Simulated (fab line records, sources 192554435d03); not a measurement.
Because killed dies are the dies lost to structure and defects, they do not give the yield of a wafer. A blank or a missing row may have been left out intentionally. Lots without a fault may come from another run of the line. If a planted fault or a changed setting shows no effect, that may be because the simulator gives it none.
fab line records	flow n5-finfet
record lots=24	wafers=72	last-day=19
route steps=1938 shown BEOL_M11@1559 BEOL_M12@1616
lots that met no fault: taken from a fault-free run of the same line
start-h: hours from the record's opening day to when the first of the lot's shown wafers began	wait-h: hours since the lot's step before	" as in the row above	L1.1+2: a row that stands for several wafers	- no value, or no start given	* or withheld: withheld	< > ~ a bound
route shown NAME@n: names a module that has steps shown in the file, with the first one's number in the route	usual: mean/standard deviation of fault-free wafers	same: alike in all rows	chamber/n: place in a boat	sites: the reading at each site	_std_site: the standard deviation of these	_edge_site: mean of outer sites minus mean of inner sites	radius-mm: for every site, how far away it sits from the centre of the wafer	mask NAME#n: copy n	behind: the most recent tool/chamber to have shaped the wafer	hold: what put the lot on hold/how long, in hours/how the hold closed	device: transistor that didn't switch, given as n, p or np	end of line: tests of these same wafers at the route's end	a step without rows: its recipe alone	killed: dies lost to structure and defects at the first sort, not the wafer's yield	map: shows each die of a wafer: x if killed, . if not, _ if none is there
set.NAME: the run value of the setting; set.NAME@STEP: its run value at that earlier step	model.NAME: the simulator's own value behind a step, which no gauge read
a sample of lots followed through the steps of the route, with each step as a table and each wafer as a row
services: the hour from which a tool's chamber was out of use, counted from the record's first day as start-h (under 0 if before that day), plus the number of hours and why
## steps
# step N5_BEOL_M11_CD_MEAS_18
# recipe pitch-nm=140	target-cd-nm=70
# usual cd-nm=69.7/0.49
lot.wafer	tool	chamber	start-h	wait-h	cd-nm
L074.2	cd-sem-02	-	254.60	0.1	69.7
L074.3	"	-	"	"	69.9
L074.5	"	-	"	"	70.5
L075.2	cd-sem-01	-	263.36	0.1	70.3
L075.4	"	-	"	"	70.5
L075.6	"	-	"	"	69.8
L077.2	cd-sem-03	-	269.84	0.1	70.5
L077.4	"	-	"	"	70.4
L077.6	"	-	"	"	70.7
L076.1	cd-sem-02	-	286.72	0.0	70.0
L076.2	"	-	"	"	70.2
L076.5	"	-	"	"	69.7
L078.2	cd-sem-01	-	286.97	0.1	69.0
L078.3	"	-	"	"	70.1
L078.5	"	-	"	"	69.1
L079.1	cd-sem-03	-	292.95	0.0	69.2
L079.2	"	-	"	"	69.7
L079.4	"	-	"	"	69.7
L080.3	cd-sem-03	-	293.12	0.1	69.2
L080.5	"	-	"	"	69.2
L080.6	"	-	"	"	69.2
L081.2	cd-sem-01	-	302.74	0.1	69.2
L081.3	"	-	"	"	69.2
L081.5	"	-	"	"	69.5
L082.1	cd-sem-02	-	312.80	0.0	70.0
L082.3	"	-	"	"	70.2
L082.4	"	-	"	"	69.2
L083.1	cd-sem-01	-	313.95	0.0	70.0
L083.3	"	-	"	"	69.5
L083.5	"	-	"	"	69.7
L084.2	cd-sem-03	-	320.49	0.1	69.2
L084.4	"	-	"	"	69.3
L084.6	"	-	"	"	69.9
L086.1	cd-sem-03	-	321.43	0.0	70.2
L086.3	"	-	"	"	70.1
L086.4	"	-	"	"	70.5
L085.1	cd-sem-01	-	332.92	0.0	70.3
L085.4	"	-	"	"	69.9
L085.5	"	-	"	"	69.7
L087.1	cd-sem-03	-	335.86	0.0	69.6
L087.2	"	-	"	"	70.1
L087.5	"	-	"	"	70.3
L088.2	cd-sem-03	-	342.29	0.1	69.5
L088.3	"	-	"	"	69.7
L088.5	"	-	"	"	70.4
L089.2	cd-sem-01	-	342.53	0.1	70.1
L089.3	"	-	"	"	70.5
L089.4	"	-	"	"	70.3
L090.1	cd-sem-02	-	349.62	0.0	69.2
L090.3	"	-	"	"	69.7
L090.6	"	-	"	"	69.9
L092.1	cd-sem-02	-	364.33	0.1	69.6
L092.5	"	-	"	"	69.8
L092.6	"	-	"	"	69.7
L091.2	cd-sem-02	-	364.49	0.1	69.8
L091.5	"	-	"	"	70.3
L091.6	"	-	"	"	70.3
L093.2	cd-sem-03	-	369.54	0.1	69.0
L093.4	"	-	"	"	69.3
L093.6	"	-	"	"	69.3
L094.2	cd-sem-02	-	373.56	0.1	68.7
L094.5	"	-	"	"	69.1
L094.6	"	-	"	"	69.4
L095.2	cd-sem-01	-	380.60	0.1	68.9
L095.5	"	-	"	"	68.9
L095.6	"	-	"	"	68.7
L096.1	cd-sem-01	-	399.82	0.0	69.9
L096.3	"	-	"	"	69.4
L096.4	"	-	"	"	70.4
L097.2	cd-sem-03	-	405.11	0.1	69.6
L097.3	"	-	"	"	69.5
L097.5	"	-	"	"	69.1
# step N5_BEOL_M11_OVL_MEAS_29
# recipe points-per-wafer=44
# usual V10_OVL=-0.4/0.67
lot.wafer	tool	chamber	start-h	wait-h	V10_OVL[nm]
L074.2	overlay-01	0	255.57	0.0	-0.8
L074.3	"	0	"	"	0.4
L074.5	"	0	"	"	0.9
L075.2	overlay-01	0	265.42	0.0	-1.3
L075.4	"	0	"	"	-1.5
L075.6	"	0	"	"	-1.7
L077.2	overlay-01	0	273.84	0.0	-0.2
L077.4	"	0	"	"	0.4
L077.6	"	0	"	"	1.1
L076.1	overlay-01	0	288.46	0.0	-0.1
L076.2	"	0	"	"	-0.1
L076.5	"	0	"	"	0.8
L078.2	overlay-01	0	288.63	0.0	-1.3
L078.3	"	0	"	"	-1.3
L078.5	"	0	"	"	0.5
L079.1	overlay-01	0	295.36	0.0	0.3
L079.2	"	0	"	"	-0.3
L079.4	"	0	"	"	-0.5
L080.3	overlay-01	0	295.57	0.1	-0.8
L080.5	"	0	"	"	-0.1
L080.6	"	0	"	"	-0.3
L081.2	overlay-01	0	305.56	0.0	-0.2
L081.3	"	0	"	"	-1.2
L081.5	"	0	"	"	-0.5
L082.1	overlay-02	0	315.95	0.0	-0.4
L082.3	"	0	"	"	-0.6
L082.4	"	0	"	"	-0.1
L083.1	overlay-02	0	316.12	0.0	-1.0
L083.3	"	0	"	"	-0.8
L083.5	"	0	"	"	-1.1
L086.1	overlay-02	0	322.35	0.0	-0.3
L086.3	"	0	"	"	-1.2
L086.4	"	0	"	"	0.0
L084.2	overlay-02	0	322.52	0.0	0.3
L084.4	"	0	"	"	1.0
L084.6	"	0	"	"	1.1
L085.1	overlay-02	0	334.24	0.0	-0.6
L085.4	"	0	"	"	-0.6
L085.5	"	0	"	"	-1.9
L087.1	overlay-01	0	337.51	0.0	-0.3
L087.2	"	0	"	"	-0.7
L087.5	"	0	"	"	-0.8
L088.2	overlay-02	0	343.61	0.0	-0.5
L088.3	"	0	"	"	-0.7
L088.5	"	0	"	"	-1.6
L089.2	overlay-01	0	343.78	0.0	0.1
L089.3	"	0	"	"	0.2
L089.4	"	0	"	"	-0.3
L090.1	overlay-01	0	350.44	0.0	-0.3
L090.3	"	0	"	"	-0.2
L090.6	"	0	"	"	-0.2
L092.1	overlay-01	0	367.54	0.0	-1.1
L092.5	"	0	"	"	-0.7
L092.6	"	0	"	"	-0.2
L091.2	overlay-02	0	368.04	0.0	-0.9
L091.5	"	0	"	"	-0.6
L091.6	"	0	"	"	-0.5
L093.2	overlay-02	0	370.75	0.0	0.7
L093.4	"	0	"	"	-0.2
L093.6	"	0	"	"	0.9
L094.2	overlay-01	0	374.97	0.0	-0.3
L094.5	"	0	"	"	-1.6
L094.6	"	0	"	"	-1.3
L095.2	overlay-02	0	381.71	0.0	-1.0
L095.5	"	0	"	"	0.1
L095.6	"	0	"	"	-0.8
L096.1	overlay-01	0	400.57	0.0	-0.1
L096.3	"	0	"	"	-1.0
L096.4	"	0	"	"	-0.7
L097.2	overlay-01	0	406.51	0.0	-1.5
L097.3	"	0	"	"	-0.6
L097.5	"	0	"	"	-1.2
# step N5_BEOL_M11_CD_MEAS_35
# recipe target-cd-nm=70	polarity=opening
# usual cd-nm=69.7/0.52
lot.wafer	tool	chamber	start-h	wait-h	cd-nm
L074.2	cd-sem-03	-	256.28	0.0	69.8
L074.3	"	-	"	"	70.0
L074.5	"	-	"	"	70.2
L075.2	cd-sem-02	-	266.22	0.0	70.2
L075.4	"	-	"	"	70.4
L075.6	"	-	"	"	69.8
L077.2	cd-sem-03	-	274.55	0.0	70.7
L077.4	"	-	"	"	70.8
L077.6	"	-	"	"	70.7
L076.1	cd-sem-03	-	289.16	0.0	70.0
L076.2	"	-	"	"	70.0
L076.5	"	-	"	"	69.6
L078.2	cd-sem-01	-	289.61	0.0	69.2
L078.3	"	-	"	"	69.5
L078.5	"	-	"	"	69.0
L079.1	cd-sem-01	-	296.08	0.0	69.1
L079.2	"	-	"	"	69.8
L079.4	"	-	"	"	69.7
L080.3	cd-sem-01	-	296.32	0.0	69.5
L080.5	"	-	"	"	69.3
L080.6	"	-	"	"	69.4
L081.2	cd-sem-01	-	306.26	0.0	69.1
L081.3	"	-	"	"	69.2
L081.5	"	-	"	"	69.3
L082.1	cd-sem-01	-	316.65	0.0	69.8
L082.3	"	-	"	"	70.1
L082.4	"	-	"	"	69.4
L083.1	cd-sem-03	-	317.16	0.0	69.9
L083.3	"	-	"	"	69.2
L083.5	"	-	"	"	70.0
L086.1	cd-sem-01	-	323.06	0.0	70.4
L086.3	"	-	"	"	70.2
L086.4	"	-	"	"	70.2
L084.2	cd-sem-01	-	323.22	0.0	69.4
L084.4	"	-	"	"	69.2
L084.6	"	-	"	"	70.1
L085.1	cd-sem-03	-	335.58	0.0	70.4
L085.4	"	-	"	"	70.2
L085.5	"	-	"	"	69.5
L087.1	cd-sem-01	-	338.22	0.0	69.4
L087.2	"	-	"	"	69.7
L087.5	"	-	"	"	70.3
L088.2	cd-sem-01	-	344.31	0.0	70.0
L088.3	"	-	"	"	69.2
L088.5	"	-	"	"	70.3
L089.2	cd-sem-03	-	344.70	0.0	70.7
L089.3	"	-	"	"	70.6
L089.4	"	-	"	"	70.6
L090.1	cd-sem-03	-	351.15	0.0	69.6
L090.3	"	-	"	"	70.2
L090.6	"	-	"	"	69.4
L092.1	cd-sem-01	-	368.24	0.0	69.7
L092.5	"	-	"	"	69.8
L092.6	"	-	"	"	69.6
L091.2	cd-sem-03	-	369.16	0.0	69.4
L091.5	"	-	"	"	69.8
L091.6	"	-	"	"	70.5
L093.2	cd-sem-01	-	371.45	0.0	69.2
L093.4	"	-	"	"	69.8
L093.6	"	-	"	"	69.1
L094.2	cd-sem-01	-	375.67	0.0	68.8
L094.5	"	-	"	"	69.5
L094.6	"	-	"	"	69.3
L095.2	cd-sem-03	-	382.58	0.0	68.8
L095.5	"	-	"	"	68.5
L095.6	"	-	"	"	69.2
L096.1	cd-sem-02	-	401.44	0.0	69.9
L096.3	"	-	"	"	69.6
L096.4	"	-	"	"	70.3
L097.2	cd-sem-01	-	407.22	0.0	69.8
L097.3	"	-	"	"	69.6
L097.5	"	-	"	"	68.7
# step N5_BEOL_M11_PRE_CLEAN_45
# recipe gas=H2/He	time-s=30	temp-c=250
# usual heater-power-w=325/17
lot.wafer	tool	chamber	start-h	wait-h	heater-power-w
L074.2	pvd-sputter-03	-	256.82	0.0	325
L074.3	"	-	"	"	319
L074.5	"	-	"	"	317
L075.2	pvd-sputter-01	-	268.21	0.0	335
L075.4	"	-	"	"	332
L075.6	"	-	"	"	285
L077.2	pvd-sputter-02	-	275.45	0.0	306
L077.4	"	-	"	"	330
L077.6	"	-	"	"	317
L076.1	pvd-sputter-03	-	289.56	0.0	333
L076.2	"	-	"	"	337
L076.5	"	-	"	"	319
L078.2	pvd-sputter-01	-	290.46	0.0	333
L078.3	"	-	"	"	333
L078.5	"	-	"	"	313
L079.1	pvd-sputter-01	-	296.52	0.0	330
L079.2	"	-	"	"	285
L079.4	"	-	"	"	340
L080.3	pvd-sputter-01	-	297.42	0.0	284
L080.5	"	-	"	"	333
L080.6	"	-	"	"	284
L081.2	pvd-sputter-01	-	307.01	0.0	341
L081.3	"	-	"	"	285
L081.5	"	-	"	"	316
L082.1	pvd-sputter-02	-	317.36	0.0	319
L082.3	"	-	"	"	332
L082.4	"	-	"	"	350
L083.1	pvd-sputter-01	-	319.27	0.0	313
L083.3	"	-	"	"	349
L083.5	"	-	"	"	305
L086.1	pvd-sputter-01	-	323.85	0.0	335
L086.3	"	-	"	"	285
L086.4	"	-	"	"	339
L084.2	pvd-sputter-03	-	323.93	0.0	327
L084.4	"	-	"	"	332
L084.6	"	-	"	"	330
L085.1	pvd-sputter-03	-	335.98	0.0	322
L085.4	"	-	"	"	341
L085.5	"	-	"	"	319
L087.1	pvd-sputter-01	-	338.68	0.0	337
L087.2	"	-	"	"	332
L087.5	"	-	"	"	343
L088.2	pvd-sputter-03	-	344.72	0.0	338
L088.3	"	-	"	"	335
L088.5	"	-	"	"	337
L089.2	pvd-sputter-01	-	345.34	0.0	290
L089.3	"	-	"	"	338
L089.4	"	-	"	"	316
L090.1	pvd-sputter-01	-	351.94	0.0	342
L090.3	"	-	"	"	336
L090.6	"	-	"	"	341
L092.1	pvd-sputter-03	-	368.79	0.0	325
L092.5	"	-	"	"	334
L092.6	"	-	"	"	335
L091.2	pvd-sputter-03	-	369.81	0.0	338
L091.5	"	-	"	"	334
L091.6	"	-	"	"	335
L093.2	pvd-sputter-02	-	372.36	0.0	324
L093.4	"	-	"	"	349
L093.6	"	-	"	"	310
L094.2	pvd-sputter-03	-	376.33	0.0	334
L094.5	"	-	"	"	328
L094.6	"	-	"	"	329
L095.2	pvd-sputter-02	-	383.07	0.0	324
L095.5	"	-	"	"	316
L095.6	"	-	"	"	326
L096.1	pvd-sputter-02	-	402.06	0.0	347
L096.3	"	-	"	"	325
L096.4	"	-	"	"	334
L097.2	pvd-sputter-03	-	407.66	0.0	323
L097.3	"	-	"	"	337
L097.5	"	-	"	"	323
# step N5_BEOL_M11_SURFACE_TREAT_76
# recipe gas=Ar	time-s=*	ion-energy-ev=*	ion-current-ma-cm2=0.5	pressure-mtorr=*	ar-flow-sccm=30
# usual ar-flow-sccm=30.00/0.082	throttle-valve-pct=*
lot.wafer	tool	chamber	start-h	wait-h	ar-flow-sccm	throttle-valve-pct
L074.2	pvd-sputter-03	-	257.18	0.2	30.11	*
L074.3	"	-	"	"	30.00	*
L074.5	"	-	"	"	29.96	*
L075.2	pvd-sputter-01	-	268.63	0.2	29.95	*
L075.4	"	-	"	"	30.13	*
L075.6	"	-	"	"	29.85	*
L077.2	pvd-sputter-02	-	275.97	0.2	29.94	*
L077.4	"	-	"	"	29.94	*
L077.6	"	-	"	"	30.04	*
L076.1	pvd-sputter-01	-	289.98	0.2	30.06	*
L076.2	"	-	"	"	29.93	*
L076.5	"	-	"	"	30.10	*
L078.2	pvd-sputter-02	-	291.56	0.9	29.80	*
L078.3	"	-	"	"	29.92	*
L078.5	"	-	"	"	30.02	*
L079.1	pvd-sputter-01	-	296.92	0.2	30.02	*
L079.2	"	-	"	"	29.99	*
L079.4	"	-	"	"	29.95	*
L080.3	pvd-sputter-03	-	297.80	0.2	29.98	*
L080.5	"	-	"	"	30.01	*
L080.6	"	-	"	"	30.03	*
L081.2	pvd-sputter-02	-	307.60	0.4	29.83	*
L081.3	"	-	"	"	29.94	*
L081.5	"	-	"	"	30.00	*
L082.1	pvd-sputter-03	-	317.71	0.2	30.00	*
L082.3	"	-	"	"	29.98	*
L082.4	"	-	"	"	30.17	*
L083.1	pvd-sputter-01	-	319.79	0.2	29.83	*
L083.3	"	-	"	"	30.09	*
L083.5	"	-	"	"	29.95	*
L086.1	pvd-sputter-01	-	324.25	0.2	29.93	*
L086.3	"	-	"	"	30.05	*
L086.4	"	-	"	"	29.81	*
L084.2	pvd-sputter-01	-	324.37	0.2	30.03	*
L084.4	"	-	"	"	30.02	*
L084.6	"	-	"	"	29.87	*
L085.1	pvd-sputter-02	-	337.55	1.1	29.94	*
L085.4	"	-	"	"	30.14	*
L085.5	"	-	"	"	29.95	*
L087.1	pvd-sputter-02	-	339.23	0.2	29.91	*
L087.2	"	-	"	"	29.96	*
L087.5	"	-	"	"	30.09	*
L088.2	pvd-sputter-01	-	345.38	0.2	30.03	*
L088.3	"	-	"	"	29.91	*
L088.5	"	-	"	"	29.91	*
L089.2	pvd-sputter-03	-	345.72	0.2	30.01	*
L089.3	"	-	"	"	30.03	*
L089.4	"	-	"	"	29.88	*
L090.1	pvd-sputter-01	-	352.56	0.4	30.12	*
L090.3	"	-	"	"	29.99	*
L090.6	"	-	"	"	30.09	*
L092.1	pvd-sputter-02	-	369.28	0.3	30.03	*
L092.5	"	-	"	"	29.99	*
L092.6	"	-	"	"	29.96	*
L091.2	pvd-sputter-01	-	370.45	0.4	30.00	*
L091.5	"	-	"	"	30.04	*
L091.6	"	-	"	"	30.02	*
L093.2	pvd-sputter-02	-	372.74	0.2	30.04	*
L093.4	"	-	"	"	30.00	*
L093.6	"	-	"	"	29.89	*
L094.2	pvd-sputter-02	-	376.73	0.2	29.86	*
L094.5	"	-	"	"	30.08	*
L094.6	"	-	"	"	29.88	*
L095.2	pvd-sputter-02	-	383.55	0.3	30.17	*
L095.5	"	-	"	"	30.10	*
L095.6	"	-	"	"	29.91	*
L096.1	pvd-sputter-01	-	403.63	1.3	30.04	*
L096.3	"	-	"	"	29.90	*
L096.4	"	-	"	"	30.11	*
L097.2	pvd-sputter-01	-	408.01	0.2	30.02	*
L097.3	"	-	"	"	30.04	*
L097.5	"	-	"	"	29.95	*
# step N5_BEOL_M12_ETCH_59
# recipe chemistry=N2/H2	target=BARC	target-depth-a=890	overetch-a=267	time-s=67.9	ion-energy-ev=200	pressure-mtorr=30	source-w=840	bias-w=150	n2-flow-sccm=200	h2-flow-sccm=200
# usual chamber-pressure-mTorr=30.004/0.025	drypump-motor-current-A=5.9/0.5	oes-product-au=0.66/0.058	rf-vpp-V=525.3/2.2	showerhead-plenum-p-Torr=2.60/0.076	throttle-valve-pct=17.91/0.25
lot.wafer	tool	chamber	start-h	wait-h	chamber-pressure-mTorr	drypump-motor-current-A	oes-product-au	rf-hours-counter-h	rf-vpp-V	showerhead-plenum-p-Torr	throttle-valve-pct
L074.2	rie-diel-03	2	259.58	0.0	29.985	5.8	0.71	61	526.5	2.70	18.12
L074.3	"	3	"	"	30.047	6.2	0.63	187	522.8	2.52	17.94
L074.5	"	3	"	"	29.991	6.1	0.62	-	523.6	2.52	17.94
L075.2	rie-diel-02	3	270.67	0.0	30.026	5.8	0.68	123	527.3	2.66	18.10
L075.4	"	0	"	"	30.039	6.2	0.60	212	525.3	2.62	17.92
L075.6	"	1	"	"	30.005	5.0	0.71	-	520.7	2.48	17.93
L077.2	rie-diel-02	0	278.02	0.0	30.023	6.2	0.60	215	527.6	2.62	17.94
L077.4	"	1	"	"	30.010	5.0	0.71	71	521.2	2.48	17.93
L077.6	"	3	"	"	29.997	5.8	0.68	-	526.0	2.66	18.11
L076.1	rie-diel-05	3	291.78	0.0	30.035	6.4	0.59	230	526.6	2.61	18.04
L076.2	"	0	"	"	30.020	5.7	0.61	169	526.2	2.65	18.18
L076.5	"	1	"	"	29.968	4.9	0.71	-	522.9	2.46	17.57
L078.2	rie-diel-02	3	293.79	0.0	30.069	5.8	0.68	131	526.5	2.66	18.13
L078.3	"	0	"	"	30.009	6.2	0.60	220	527.4	2.62	17.94
L078.5	"	2	"	"	30.003	6.0	0.76	-	527.6	2.70	17.80
L079.1	rie-diel-05	3	298.99	0.0	29.993	6.4	0.60	232	526.3	2.60	18.04
L079.2	"	2	"	"	29.989	5.9	0.78	10	525.6	2.60	17.35
L079.4	"	1	"	"	29.988	4.9	0.71	89	521.8	2.46	17.59
L080.3	rie-diel-02	0	299.92	0.0	29.988	6.2	0.60	221	525.7	2.62	17.93
L080.5	"	0	"	"	29.966	6.2	0.60	-	526.4	2.62	17.94
L080.6	"	1	"	"	29.997	5.0	0.70	-	520.7	2.48	17.94
L081.2	rie-diel-02	3	310.70	0.0	30.059	5.8	0.68	136	526.8	2.66	18.12
L081.3	"	1	"	"	30.010	5.0	0.71	81	522.1	2.48	17.95
L081.5	"	1	"	"	29.955	5.0	0.70	-	522.5	2.48	17.94
L082.1	rie-diel-03	2	320.68	0.0	30.008	5.8	0.69	86	528.9	2.69	18.19
L082.3	"	1	"	"	30.040	6.7	0.61	223	526.9	2.62	17.63
L082.4	"	3	"	"	30.046	6.1	0.61	212	522.9	2.51	17.99
L083.1	rie-diel-03	2	321.56	0.0	30.020	5.8	0.68	86	528.1	2.69	18.19
L083.3	"	3	"	"	29.954	6.1	0.62	212	521.8	2.51	17.97
L083.5	"	3	"	"	29.959	6.1	0.61	-	523.1	2.51	18.00
L086.1	rie-diel-03	1	326.96	0.0	30.009	6.7	0.61	226	525.2	2.62	17.62
L086.3	"	0	"	"	29.985	6.4	0.71	58	524.0	2.58	17.65
L086.4	"	2	"	"	30.030	5.8	0.68	89	526.7	2.68	18.17
L084.2	rie-diel-02	1	327.21	0.0	29.977	5.0	0.70	86	521.8	2.48	17.94
L084.4	"	2	"	"	29.986	6.1	0.73	40	528.1	2.70	17.82
L084.6	"	3	"	"	29.992	5.8	0.66	-	527.4	2.65	18.15
L085.1	rie-diel-02	1	339.88	0.0	29.996	5.0	0.70	93	521.5	2.47	17.96
L085.4	"	0	"	"	30.018	6.2	0.59	237	525.5	2.61	17.97
L085.5	"	0	"	"	30.004	6.2	0.59	-	525.2	2.61	17.97
L087.1	rie-diel-05	1	341.27	0.0	29.993	4.9	0.70	100	520.6	2.45	17.60
L087.2	"	0	"	"	30.020	5.7	0.60	183	525.7	2.65	18.21
L087.5	"	2	"	"	30.007	6.0	0.75	-	526.7	2.59	17.36
L088.2	rie-diel-03	3	348.09	0.0	30.002	6.2	0.60	224	524.2	2.51	18.02
L088.3	"	0	"	"	30.042	6.4	0.71	69	525.8	2.57	17.67
L088.5	"	1	"	"	30.022	6.7	0.61	-	525.7	2.61	17.65
L089.2	rie-diel-05	3	348.24	0.0	30.002	6.4	0.59	243	527.3	2.60	18.05
L089.3	"	1	"	"	30.044	4.9	0.69	103	521.4	2.45	17.61
L089.4	"	3	"	"	30.020	6.4	0.59	-	525.5	2.60	18.06
L090.1	rie-diel-03	2	355.55	0.0	29.987	5.8	0.67	101	528.3	2.68	18.22
L090.3	"	3	"	"	29.973	6.1	0.61	227	523.3	2.51	18.01
L090.6	"	2	"	"	29.989	5.8	0.67	-	526.3	2.68	18.21
L092.1	rie-diel-02	0	371.65	0.0	30.045	6.2	0.58	249	525.9	2.60	17.99
L092.5	"	3	"	"	29.989	5.8	0.65	-	527.0	2.65	18.18
L092.6	"	0	"	"	30.007	6.2	0.58	-	525.8	2.60	18.00
L091.2	rie-diel-03	2	374.35	0.0	30.045	5.8	0.66	107	528.6	2.68	18.20
L091.5	"	1	"	"	30.026	6.7	0.59	-	526.2	2.61	17.66
L091.6	"	2	"	"	29.967	5.8	0.66	-	527.7	2.68	18.22
L093.2	rie-diel-02	2	374.98	0.0	30.010	6.1	0.71	59	527.8	2.69	17.84
L093.4	"	3	"	"	29.948	5.8	0.65	162	526.5	2.64	18.16
L093.6	"	0	"	"	29.992	6.2	0.58	-	525.7	2.60	17.98
L094.2	rie-diel-03	2	378.48	0.0	29.987	5.8	0.67	110	527.6	2.68	18.22
L094.5	"	3	"	"	29.951	6.1	0.60	-	522.2	2.50	18.02
L094.6	"	2	"	"	29.996	5.8	0.67	-	527.1	2.68	18.22
L095.2	rie-diel-03	3	385.51	0.0	29.978	6.1	0.59	235	523.3	2.50	18.02
L095.5	"	2	"	"	30.009	5.8	0.67	-	526.6	2.67	18.24
L095.6	"	0	"	"	29.947	6.5	0.69	-	524.2	2.57	17.68
L096.1	rie-diel-03	2	406.53	0.0	30.034	5.8	0.66	121	527.5	2.67	18.27
L096.3	"	3	"	"	29.965	6.1	0.59	245	522.5	2.50	18.03
L096.4	"	3	"	"	29.990	6.2	0.59	-	522.2	2.50	18.03
L097.2	rie-diel-03	3	410.17	0.0	30.007	6.1	0.59	247	521.9	2.50	18.05
L097.3	"	1	"	"	30.001	6.7	0.85	0	525.8	2.61	17.22
L097.5	"	1	"	"	29.986	6.7	0.85	-	525.9	2.61	17.25
## services
tool	chamber	start-h	hours	kind
rie-diel-02	0	236.29	1.6	repair
rie-diel-05	2	248.47	1.5	repair
rie-diel-05	2	250.18	-	clean
rie-diel-05	2	250.18	-	consumable-replace:focus-ring
rie-diel-05	2	250.18	13.4	scheduled-down
rie-diel-05	2	250.18	13.4	vent-cycle
rie-diel-03	0	253.76	5.9	repair
rie-diel-05	1	276.26	3.2	repair
pvd-sputter-01	-	283.92	0.7	repair
rie-diel-05	-	322.76	14.6	pm
rie-diel-05	0	341.64	21.4	repair
pvd-sputter-02	-	359.51	2.0	repair
rie-diel-05	3	363.02	-	clean
rie-diel-05	1	364.89	25.3	repair
rie-diel-03	3	373.30	4.5	repair
rie-diel-02	0	377.03	1.3	repair
rie-diel-02	0	378.56	-	clean
rie-diel-02	0	378.56	-	consumable-replace:focus-ring
rie-diel-02	0	378.56	19.5	scheduled-down
rie-diel-02	0	378.56	19.5	vent-cycle
rie-diel-03	1	385.22	-	clean
rie-diel-03	1	385.22	-	consumable-replace:focus-ring
rie-diel-03	1	385.22	24.3	scheduled-down
rie-diel-03	1	385.22	24.3	vent-cycle
## key
fault none
